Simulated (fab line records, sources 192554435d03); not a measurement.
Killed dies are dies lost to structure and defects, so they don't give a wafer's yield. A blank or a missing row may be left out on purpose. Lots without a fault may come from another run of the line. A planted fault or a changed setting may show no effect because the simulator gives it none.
One fault seen from 3 desks | flow n5_finfet | each desk has only its own numbers; what lay behind them comes last

THE METROLOGY DESK
What the gauges read, lot by lot, whatever tool the lot ran on: means of the sampled wafers that have a number. A lot is out of limits, marked OUT, if its mean lies more than 4 standard deviations from the usual mean; the brackets give that distance.
Columns: A = cd_nm at N5_BEOL_M10_CD_MEAS_18, usual 70.2 nm; B = cd_nm at N5_BEOL_M10_CD_MEAS_28, usual 70.2 nm
lot  | first seen here | A    | B
L936 | day 10 16:38    | 69.5 | 69.7
L935 | day 10 16:53    | 70.6 | 71.0
L939 | day 11 16:49    | 70.5 | 70.3
L942 | day 11 22:43    | 69.7 | 63.6 (-7.2) OUT
L943 | day 12 22:23    | 70.2 | 64.3 (-6.4) OUT
L946 | day 14 00:34    | 70.0 | 64.0 (-6.7) OUT
L947 | day 14 00:36    | 69.5 | 68.9
L948 | day 14 00:36    | 69.9 | 70.2
L950 | day 14 08:24    | 69.8 | 70.0
L949 | day 14 08:34    | 69.5 | 69.8
L955 | day 15 06:05    | 70.3 | 69.2
This desk's finding: out of limits on L942, L943, L946; first on L942, day 11 23:08 (cd_nm at N5_BEOL_M10_CD_MEAS_28). In limits: L936, L935, L939, L947, L948, L950, L949, L955.

THE DEFECT DESK
What the inspections along the route counted, lot by lot: means of the sampled wafers that have a number. A lot is out of limits, marked OUT, if its mean lies more than 4 standard deviations from the usual mean; the brackets give that distance.
Columns: A = raw_defect_count at N5_BEOL_M10_INSPECT_13, usual 412
lot  | first seen here | A
L936 | day 10 16:04    | 298
L935 | day 10 16:16    | 449
L939 | day 11 15:15    | 481
L942 | day 11 21:47    | 413
L943 | day 12 21:45    | 407
L946 | day 13 23:50    | 434
L948 | day 13 23:58    | 494
L947 | day 13 23:59    | 452
L950 | day 14 07:47    | 524
L949 | day 14 07:59    | 332
L955 | day 15 05:14    | 353
This desk's finding: nothing out of limits on any of the 11 lots.

THE TOOL OWNER'S DESK: arfi_scanner-03
The tool's own readings at N5_BEOL_M10_EXPOSE_25 (exposes mask V9): means of the sampled wafers that have a number, for each lot that ran on this tool. A lot is out of limits, marked OUT, if its mean lies more than 4 standard deviations from the usual mean; the brackets give that distance.
Columns: A = exposure_dose_mJ_cm2 at N5_BEOL_M10_EXPOSE_25, usual 85.44
lot  | first seen here | A
L936 | day 10 17:36    | 85.60
L939 | day 11 17:05    | 85.46
L942 | day 11 23:01    | 77.96 (-85) OUT
L943 | day 12 22:40    | 79.54 (-67) OUT
L946 | day 14 02:13    | 80.47 (-56) OUT
This desk's finding: out of limits on L942, L943, L946; first on L942, day 11 23:01 (exposure_dose_mJ_cm2 at N5_BEOL_M10_EXPOSE_25). In limits: L936, L939.

PUT TOGETHER
The tool owner's desk could have raised an alarm at day 11 23:01, on L942, L943, L946.
The metrology desk could have raised an alarm at day 11 23:08, on L942, L943, L946.
The defect desk saw nothing out of limits.
The defect desk has L942, L943, L946 on record, within its limits.
Of the lots named, all ran N5_BEOL_M10_EXPOSE_25 on arfi_scanner-03.

WHAT THE SIMULATOR HAD PUT IN
Process parameter drift: arfi_scanner-03, from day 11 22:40 on, at N5_BEOL_M10_EXPOSE_25. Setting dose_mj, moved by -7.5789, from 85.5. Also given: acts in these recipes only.
Lots struck among those shown: L942, L943, L946.
Hours from the fault's start to each desk's first reading out of limits: the tool owner's desk, 0; the metrology desk, 0.
